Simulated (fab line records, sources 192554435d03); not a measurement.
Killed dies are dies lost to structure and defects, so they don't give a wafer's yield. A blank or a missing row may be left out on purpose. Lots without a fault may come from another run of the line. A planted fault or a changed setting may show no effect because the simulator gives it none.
Chamber matching | flow n5_finfet | N5_MOL_CONTACT_COAG_STRIP_98 on rie_diel-04: 4 sister chambers
The step strips in N2/H2. 4 wafers are shown with their chamber, then 8 later ones without.

WAFERS WITH THEIR CHAMBER
wafer  | chamber | drypump_motor_current_A (A)
L077.3 | 0       | 5.44
L086.2 | 3       | 6.03
L086.3 | 2       | 5.44
L088.2 | 1       | 6.06

WAFERS WITHOUT THEIR CHAMBER
wafer  | drypump_motor_current_A (A)
L088.5 | 6.02
L088.6 | 5.44
L096.3 | 6.05
L096.5 | 6.05
L096.6 | 5.46
L097.1 | 6.06
L097.5 | 6.03
L097.6 | 5.46

WHICH CHAMBER EACH WENT THROUGH
wafer  | from the rows above     | in truth
L088.5 | 3                       | 3
L088.6 | can't be placed: 0 or 2 | 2
L096.3 | can't be placed: 1 or 3 | 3
L096.5 | can't be placed: 1 or 3 | 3
L096.6 | can't be placed: 0 or 2 | 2
L097.1 | 1                       | 1
L097.5 | 3                       | 3
L097.6 | can't be placed: 0 or 2 | 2
Placed correctly: 3 of 8. Can't be placed from these rows: 5 (the true chamber is among the candidates in 5). Placed wrongly: 0.
How it was worked out, from the rows above alone: a wafer's distance from a chamber is the root of the sum, over the readings, of the square of ((its reading less the chamber's mean) divided by the reading's scatter). The wafer belongs to the nearest chamber; if the next one is less than 2 further off, it can't be placed. A chamber's mean is the mean of its shown wafers. The scatter: with one shown wafer a chamber, the root of the mean of the squares of how far each hidden wafer lies from its nearest shown one.
